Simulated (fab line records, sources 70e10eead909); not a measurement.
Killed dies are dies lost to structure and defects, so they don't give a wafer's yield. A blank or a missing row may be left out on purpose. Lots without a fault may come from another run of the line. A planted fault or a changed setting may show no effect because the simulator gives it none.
One fault seen from 2 desks | flow nand_harc | each desk has only its own numbers; what lay behind them comes last

THE METROLOGY DESK
What the gauges read, lot by lot, whatever tool the lot ran on: means of the sampled wafers that have a number. A lot is out of limits, marked OUT, if its mean lies more than 4 standard deviations from the usual mean; the brackets give that distance.
Columns: A = thk_nm at NHARC_THIN_TSV_THK_MEAS_02, usual 2998 nm
lot  | first seen here | A
L245 | day 18 17:35    | 3220
L246 | day 18 18:46    | 2702
L248 | day 18 22:25    | 3155
L249 | day 19 22:55    | 3022
L251 | day 20 00:13    | 3124
L250 | day 20 02:07    | 2968
L253 | day 20 10:35    | 2710
L252 | day 20 17:11    | 2674
L254 | day 20 18:24    | 2951
L255 | day 21 10:34    | 3116
L256 | day 21 16:29    | 2837
L260 | day 22 02:46    | 3027
L259 | day 22 11:27    | 3044
This desk's finding: nothing out of limits on any of the 13 lots.

THE TOOL OWNER'S DESK: acl_dep-01
The tool's own readings at NHARC_A_STAIRCASE_HM_DEP_456 (deposits aC, target thk 1500 nm): means of the sampled wafers that have a number, for each lot that ran on this tool. A lot is out of limits, marked OUT, if its mean lies more than 4 standard deviations from the usual mean; the brackets give that distance.
Columns: A = throttle_valve_pct at NHARC_A_STAIRCASE_HM_DEP_456, usual 35.001 %
lot  | first seen here | A
L248 | day 12 00:14    | 34.994
L252 | day 13 20:46    | 34.995
L255 | day 14 07:19    | 35.001
L256 | day 14 20:49    | 35.008
L260 | day 15 06:56    | 34.990
This desk's finding: nothing out of limits on any of the 5 lots.

PUT TOGETHER
The metrology desk saw nothing out of limits.
The tool owner's desk saw nothing out of limits.

WHAT THE SIMULATOR HAD PUT IN
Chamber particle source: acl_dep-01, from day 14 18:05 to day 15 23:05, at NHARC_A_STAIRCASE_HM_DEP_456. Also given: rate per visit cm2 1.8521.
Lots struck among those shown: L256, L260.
